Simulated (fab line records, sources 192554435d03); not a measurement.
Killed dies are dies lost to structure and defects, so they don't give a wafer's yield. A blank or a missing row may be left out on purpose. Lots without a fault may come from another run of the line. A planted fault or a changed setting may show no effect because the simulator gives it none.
Chamber matching | flow n5_finfet | N5_STI_FIN_REVEAL_ALD_00 on ald_sin-01: 4 sister chambers
The step deposits SiO2, target thk 1 nm, pulse time 1 s. 8 wafers are shown with their chamber, then 8 later ones without.

WAFERS WITH THEIR CHAMBER
wafer  | chamber | heater_power_w (W) | precursor_pulse_height_rel
L081.5 | 3       | 466                | 0.980
L084.2 | 0       | 467                | 1.023
L086.3 | 2       | 470                | 0.993
L086.4 | 3       | 463                | 0.975
L090.3 | 1       | 473                | 0.986
L090.4 | 0       | 474                | 1.017
L090.6 | 2       | 460                | 1.018
L093.1 | 1       | 475                | 1.001

WAFERS WITHOUT THEIR CHAMBER
wafer  | heater_power_w (W) | precursor_pulse_height_rel
L093.5 | 474                | 0.994
L093.6 | 464                | 0.999
L095.2 | 488                | 0.984
L095.3 | 470                | 0.988
L095.4 | 475                | 0.988
L097.1 | 466                | 1.018
L097.2 | 473                | 1.018
L097.3 | 483                | 1.017

WHICH CHAMBER EACH WENT THROUGH
wafer  | from the rows above               | in truth
L093.5 | 1                                 | 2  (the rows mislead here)
L093.6 | can't be placed: 2 or 3 or 1 or 0 | 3
L095.2 | can't be placed: 1 or 0           | 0
L095.3 | can't be placed: 1 or 3 or 2 or 0 | 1
L095.4 | can't be placed: 1 or 3           | 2
L097.1 | can't be placed: 0 or 2 or 1      | 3
L097.2 | can't be placed: 0 or 2 or 1      | 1
L097.3 | can't be placed: 0 or 1 or 2      | 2
Placed correctly: 0 of 8. Can't be placed from these rows: 7 (the true chamber is among the candidates in 5). Placed wrongly: 1.
How it was worked out, from the rows above alone: a wafer's distance from a chamber is the root of the sum, over the readings, of the square of ((its reading less the chamber's mean) divided by the reading's scatter). The wafer belongs to the nearest chamber; if the next one is less than 2 further off, it can't be placed. A chamber's mean is the mean of its shown wafers. The scatter: the root of (the sum of the squares of (reading less its chamber's mean) over the shown wafers, divided by (wafers less chambers)).
